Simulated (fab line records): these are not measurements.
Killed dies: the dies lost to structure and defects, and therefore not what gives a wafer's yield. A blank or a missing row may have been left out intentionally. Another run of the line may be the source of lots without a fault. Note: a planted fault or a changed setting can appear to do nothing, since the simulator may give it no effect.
Struck lot and sound lot, side by side | flow n5_finfet | 19 out of 1938 route steps
Sound: the wafers L212.4, L212.5, L212.6. The struck wafers were L225.1, L225.5, L225.6. The cause comes at the end.
Order at every step that has rows: each side's tool, ch and its chambers, its first start. Under that, the readings that differ: sound wafers | struck wafers | difference of the means | sigmas: that difference in standard deviations of wafers without a fault.
alike: a reading whose means differ by less than 2 such deviations, as well as words and numbers matching on both sides. not compared: withheld readings; readings where some wafer has no value; bounds like >300 that might hide an equal value; numbers whose values overlap and for which the record gives no deviation.
The two part at a step that has a row with sigmas, a row that says differs or no value, or rows on one side only. Numbers that have no deviation but don't overlap get no sigmas and don't part them. Lack of a reading on every wafer of one side parts them only where that side has two or more wafers.

N5_BEOL_M12_CMP_49: polishes, stops on SiOC, t overpolish 20.6 s, target thk 320 nm.
  sound on cmp-03 ch 0,2,3, day 10 16:22; struck on cmp-02 ch 0,2,3, day 14 17:23
  alike: barrier_field_endpoint_s, clearing_platen_down_force_psi, motor_current_A, overpolish_run_s, retaining_ring_pressure_frac
N5_BEOL_M12_THK_MEAS_50: measures by xrf.
  sound on film_metro-02, day 10 16:35; struck on film_metro-01, day 14 17:34
  alike: M12_THK
then, 1 step without rows for these wafers: N5_BEOL_M12_PRE_CLEAN_52 (time 15 s).
N5_BEOL_M12_DEP_53: deposits SiCN from 3MS/NH3, target thk 30 nm, time 10.5 s.
  sound on pecvd-02 ch 0,1,2, day 10 16:39; struck on pecvd-02 ch 0,1, day 14 17:38
  alike: showerhead_plenum_p_Torr, throttle_valve_pct
N5_BEOL_M12_RS_MEAS_54: measures by four-point-probe.
  sound on film_metro-02, day 10 16:42; struck on film_metro-01, day 14 17:42
  alike: M12_RS
N5_BEOL_M12_INSPECT_55: inspects for defects (darkfield).
  sound on defect_inspect-01, day 10 16:44; struck on defect_inspect-02, day 14 17:43
  alike: raw_defect_count
N5_BEOL_M13_ILD_DEP_00: deposits SiOC from DEMS/O2, target thk 837.92 nm, time 166.4 s.
  sound on pecvd-01 ch 0,1,2, day 10 16:49; struck on pecvd-01 ch 0,1, day 14 17:46
  alike: heater_power_w, showerhead_plenum_p_Torr, throttle_valve_pct
N5_BEOL_M13_THK_MEAS_01:
  sound on film_metro-02, day 10 16:55; struck on film_metro-01, day 14 17:55
  alike: M13_ILD_THK
then, 4 steps without rows for these wafers: N5_BEOL_M13_COAT_58 (time 60 s, resist thk 89 nm); N5_BEOL_M13_COAT_04 (resist thk 400 nm); N5_BEOL_M13_EBR_06; N5_BEOL_M13_SOFTBAKE_05 (time 60 s).
N5_BEOL_M13_EXPOSE_07: exposes mask V12.
  sound on krf_scanner-01 ch 0, day 10 17:04; struck on krf_scanner-01 ch 0, day 14 18:02
  reading              | sound                | struck               | difference | sigmas
  exposure_dose_mJ_cm2 | 24.789 24.791 24.782 | 21.396 21.400 21.339 | -3.409     | -99 or more
  focus_offset_nm (nm) | 0.4 0.0 0.4          | -1.4 -0.9 0.3        | -0.9       | -2
  alike: mask
then, 3 steps without rows for these wafers: N5_BEOL_M13_PEB_08 (peb time 90 s); N5_BEOL_M13_DEVELOP_09 (develop time 45 s); N5_BEOL_M13_HARDBAKE_14 (time 120 s).
N5_BEOL_M13_CD_MEAS_10: the cd target is 190 nm.
  sound on cd_sem-03 ch 0, day 10 17:13; struck on cd_sem-02 ch 0, day 14 18:13
  reading    | sound             | struck            | difference | sigmas
  cd_nm (nm) | 187.8 189.6 189.5 | 176.6 176.1 174.9 | -13.1      | -8
N5_BEOL_M13_OVL_MEAS_11:
  sound on overlay-01 ch 0, day 10 17:15; struck on overlay-01 ch 0, day 14 18:14
  alike: V12_OVL
N5_PASSIVATION_PROBE_49:
  record: rows for the struck wafers here (prober-01, day 15 21:25), none for the sound ones

WHERE THEY PART
Earliest at N5_BEOL_M13_EXPOSE_07; latest, in this record, at N5_PASSIVATION_PROBE_49.

WHY: whatever the simulator had introduced
Process parameter drift: krf_scanner-01, from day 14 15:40 on, at N5_BEOL_M13_EXPOSE_07. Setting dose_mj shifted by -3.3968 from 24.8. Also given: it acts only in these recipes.
